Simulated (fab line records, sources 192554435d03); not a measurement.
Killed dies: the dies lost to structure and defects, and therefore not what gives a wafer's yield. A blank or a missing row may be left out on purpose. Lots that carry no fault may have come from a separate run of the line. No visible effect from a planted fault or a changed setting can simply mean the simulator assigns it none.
Matching of chambers || flow n5 finfet || 3 sister chambers for N5_BEOL_M10_ILD_DEP_00 on pecvd-04
The step deposits SiCOH lowk from DEMS/porogen, target thk 308.51 nm, time 58 s. 6 wafers are shown with their chamber, then 11 later ones without.

EACH WAFER AND ITS CHAMBER
{"wafer": "L088.5", "chamber": 2, "throttle valve pct (%)": 12.3, "showerhead plenum p Torr (Torr)": 5.742}
{"wafer": "L088.6", "chamber": 1, "throttle valve pct (%)": 13.8, "showerhead plenum p Torr (Torr)": 5.765}
{"wafer": "L086.1", "chamber": 2, "throttle valve pct (%)": 12.7, "showerhead plenum p Torr (Torr)": 5.731}
{"wafer": "L086.2", "chamber": 1, "throttle valve pct (%)": 13.8, "showerhead plenum p Torr (Torr)": 5.761}
{"wafer": "L086.4", "chamber": 0, "throttle valve pct (%)": 14.0, "showerhead plenum p Torr (Torr)": 5.732}
{"wafer": "L091.1", "chamber": 0, "throttle valve pct (%)": 13.5, "showerhead plenum p Torr (Torr)": 5.736}

WAFERS MISSING THEIR CHAMBER
{"wafer": "L091.3", "throttle valve pct (%)": 13.9, "showerhead plenum p Torr (Torr)": 5.790}
{"wafer": "L091.4", "throttle valve pct (%)": 13.9, "showerhead plenum p Torr (Torr)": 5.787}
{"wafer": "L092.2", "throttle valve pct (%)": 12.5, "showerhead plenum p Torr (Torr)": 5.732}
{"wafer": "L092.5", "throttle valve pct (%)": 13.5, "showerhead plenum p Torr (Torr)": 5.731}
{"wafer": "L092.6", "throttle valve pct (%)": 12.4, "showerhead plenum p Torr (Torr)": 5.728}
{"wafer": "L093.1", "throttle valve pct (%)": 13.9, "showerhead plenum p Torr (Torr)": 5.735}
{"wafer": "L093.2", "throttle valve pct (%)": 13.9, "showerhead plenum p Torr (Torr)": 5.769}
{"wafer": "L093.3", "throttle valve pct (%)": 12.7, "showerhead plenum p Torr (Torr)": 5.728}
{"wafer": "L095.2", "throttle valve pct (%)": 14.0, "showerhead plenum p Torr (Torr)": 5.749}
{"wafer": "L095.4", "throttle valve pct (%)": 13.9, "showerhead plenum p Torr (Torr)": 5.725}
{"wafer": "L095.5", "throttle valve pct (%)": 13.8, "showerhead plenum p Torr (Torr)": 5.775}

WHICH CHAMBER EACH ONE RAN IN
{"wafer": "L091.3", "from the rows above": 1, "in truth": 1}
{"wafer": "L091.4", "from the rows above": 1, "in truth": 1}
{"wafer": "L092.2", "from the rows above": 2, "in truth": 2}
{"wafer": "L092.5", "from the rows above": 0, "in truth": 0}
{"wafer": "L092.6", "from the rows above": 2, "in truth": 2}
{"wafer": "L093.1", "from the rows above": 0, "in truth": 0}
{"wafer": "L093.2", "from the rows above": 1, "in truth": 1}
{"wafer": "L093.3", "from the rows above": 2, "in truth": 2}
{"wafer": "L095.2", "from the rows above": "can't be placed: 1 or 0", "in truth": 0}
{"wafer": "L095.4", "from the rows above": 0, "in truth": 0}
{"wafer": "L095.5", "from the rows above": 1, "in truth": 1}
10 of 11 placed correctly. Unplaceable from these rows: 1, with the true chamber sitting among the candidates in 1. 0 placed wrongly.
How it was worked out, from the rows above alone: a wafer's distance from a chamber is the root of the sum, over the readings, of the square of ((its reading less the chamber's mean) divided by the reading's scatter). If the next closest chamber is less than 2 further off than the closest, the wafer can't be placed; otherwise it belongs to the closest. A chamber's mean is the mean of its shown wafers. The scatter: the root of (the sum of the squares of (reading less its chamber's mean) over the shown wafers, divided by (wafers less chambers)).
